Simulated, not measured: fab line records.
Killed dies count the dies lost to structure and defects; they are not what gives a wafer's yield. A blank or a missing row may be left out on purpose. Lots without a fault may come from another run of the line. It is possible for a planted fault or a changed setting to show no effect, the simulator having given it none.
Matching of chambers    flow nand_harc    4 sister chambers for NHARC_P_CONTACT_ETCH_35 on rie_diel-13
The step etches the open film in CF4, target depth 39 nm, time 65 s. 4 wafers are shown with their chamber, then 7 later ones without.

WAFERS, EACH WITH ITS CHAMBER
wafer   chamber  rf_vpp_V (V)
L084.5  3        151.4
L090.5  2        149.4
L092.1  1        150.8
L092.2  0        151.5

WAFERS WHOSE CHAMBER IS MISSING
wafer   rf_vpp_V (V)
L092.3  151.3
L093.1  148.3
L093.4  151.1
L093.5  150.7
L097.1  150.5
L097.2  150.6
L097.6  151.4

WHICH CHAMBER EACH ONE RAN IN
wafer   from the rows above                in truth
L092.3  can't be placed: 3 or 0 or 1       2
L093.1  2                                  2
L093.4  can't be placed: 1 or 3 or 0       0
L093.5  can't be placed: 1 or 3 or 0       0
L097.1  can't be placed: 1 or 3 or 0 or 2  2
L097.2  can't be placed: 1 or 3 or 0       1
L097.6  can't be placed: 3 or 0 or 1       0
Correct placement for 1 of the 7. Cannot be placed on the basis of these rows: 6; the candidates contain the true chamber in 5. Wrongly placed: 0.
How it was worked out, from the rows above alone: a wafer's distance from a chamber is the root of the sum, over the readings, of the square of ((its reading less the chamber's mean) divided by the reading's scatter). If the next closest chamber is less than 2 further off than the closest, the wafer can't be placed; otherwise it belongs to the closest. For every chamber, the mean is computed from those of its wafers that are shown. The scatter: root of mean squared gap, hidden wafer to nearest shown wafer, with one shown wafer a chamber.
